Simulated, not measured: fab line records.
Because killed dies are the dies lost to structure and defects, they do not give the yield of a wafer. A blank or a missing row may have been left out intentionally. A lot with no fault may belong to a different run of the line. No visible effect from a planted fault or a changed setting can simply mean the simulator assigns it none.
A lot that was struck, set against a sound lot / flow nandHarc / 17 steps out of a route of 1302
Sound: these wafers, L412.3, L412.5, L412.6. Struck: wafers L426.2, L426.5, L426.6. The cause comes at the end.
At each step with rows: each side's tool, then ch and its chambers, then its first start. Under that, the readings that differ: sound wafers / struck wafers / difference of the means / sigmas: that difference in standard deviations of wafers without a fault.
alike: a reading whose means differ by less than 2 such deviations, as well as words and numbers matching on both sides. not compared: withheld readings; readings where some wafer has no value; bounds like >300 that might hide an equal value; numbers whose values overlap and for which the record gives no deviation.
The two part at a step that has a row with sigmas, a row that says differs or no value, or rows on one side only. When numbers do not overlap yet have no deviation, they are printed without sigmas and do not part them. A reading that every wafer of one side lacks parts them only if that side has two wafers or more.

NHARC_A_BONDPAD_ETCH_34: etches the open film in N2/H2, target depth 60 nm, overetch 18 nm, time 65.91 s.
  sound on rieDiel-12 ch 0,3, day 23 23:44; struck on rieDiel-12 ch 0,1, day 28 20:10
  alike: drypumpMotorCurrentA, oesProductAu, rfVppV, showerheadPlenumPTorr, throttleValvePct
  not compared: rfHoursCounterH
NHARC_A_BONDPAD_ETCH_12: etches the open film in CHF3/O2, target depth 220 nm, time 110 s.
  sound: rieDiel-12 ch 0,3; struck: rieDiel-12 ch 2,3
  alike: drypumpMotorCurrentA, oesProductAu, rfVppV, showerheadPlenumPTorr, throttleValvePct
  not compared: rfHoursCounterH
NHARC_A_BONDPAD_CD_MEAS_13:
  sound: cdSem-01 at day 23 23:59; struck: cdSem-02 at day 28 20:24
reading=cdNm (nm); sound=498.3 497.4 499.4; struck=499.2 503.6 501.9; difference=+3.2; sigmas=+2
NHARC_A_BONDPAD_STRIP_15: strips in O2.
  sound on rieDiel-03 ch 1,2, day 24 00:04; struck on rieDiel-12 ch 0,1, day 28 20:28
  alike: drypumpMotorCurrentA, oesProductAu, rfVppV, showerheadPlenumPTorr, throttleValvePct
  not compared: rfHoursCounterH
NHARC_A_BONDPAD_ETCH_24: etches the open film in CF4/N2, target depth 30 nm, time 72.99 s.
  sound: rieDiel-03 ch 0,2,3; struck: rieDiel-12 ch 2,3
  alike: drypumpMotorCurrentA, oesProductAu, rfVppV, showerheadPlenumPTorr, throttleValvePct
  not compared: rfHoursCounterH
then, 2 steps without rows for these wafers: NHARC_A_BONDPAD_STRIP_16 (strips in post etch residue remover, time 600 s); NHARC_A_BONDPAD_DEGAS_25 (time 60 s).
NHARC_A_BONDPAD_PRE_CLEAN_26: time 30 s.
  sound on pvdSputter-02; struck on pvdSputter-01
  alike: heaterPowerW
then, 4 steps without rows for these wafers: NHARC_A_BONDPAD_PVD_17 (deposits TaN, target thk 5 nm, time 8.06 s); NHARC_A_BONDPAD_PVD_27 (deposits Cu, target thk 30 nm, time 20.49 s); NHARC_A_BONDPAD_ECD_18 (material Cu, target thk 400 nm); NHARC_A_BONDPAD_ANNEAL_28 (time 90 s).
NHARC_A_BONDPAD_CMP_19: polishes, t overpolish 30 s, cu recess touch 16 s, target thk 169.82 nm.
  sound on cmp-01 ch 0,3, day 24 01:41; struck on cmp-01 ch 1,2,3, day 28 22:09
  no value came back on the struck wafers for any of 5 readings (cuRecessTouchS (s), edgeZonePressureFrac and others); on the sound wafers cuRecessTouchS (s) reads 16 16 16
  not compared: padLifeWafers
NHARC_A_BONDPAD_THK_MEAS_20: measures by xrf.
  sound: filmMetro-02 at day 24 02:01; struck: filmMetro-01 at day 28 22:25
reading=thkNm (nm); sound=169.5 172.4 171.6; struck=402.1 399.9 395.6; difference=+228.0; sigmas=+99 or more
then, 1 step without rows for these wafers: NHARC_A_BONDPAD_SRD_21 (time 30 s, dry time 20 s).
NHARC_A_BONDPAD_INSPECT_23:
  sound: defectInspect-01 at day 24 02:13; struck: defectInspect-01 at day 28 22:38
reading=rawDefectCount; sound=623 659 769; struck=3330 3277 3317; difference=+2624; sigmas=+22
NHARC_END_SORT_01:
  sound on prober-01 ch 0, day 25 08:23; struck on prober-02 ch 0, day 30 02:49
reading=defectLimitedYield (%); sound=88.3 87.3 88.2; struck=0 0 0; difference=-88; sigmas=-37
reading=killedAtArray; sound=74 82 76; struck=673 675 672; difference=+596; sigmas=+37
reading=killedDies; sound=79 86 80; struck=677 677 677; difference=+595; sigmas=+37
  alike: killedAtOther, killedAtPeriphery, killedOpen, killedShort

## WHERE THEY PART
At NHARC_A_BONDPAD_CD_MEAS_13 first; at NHARC_END_SORT_01 last (within this record only).

WHY: the cause the simulator had injected
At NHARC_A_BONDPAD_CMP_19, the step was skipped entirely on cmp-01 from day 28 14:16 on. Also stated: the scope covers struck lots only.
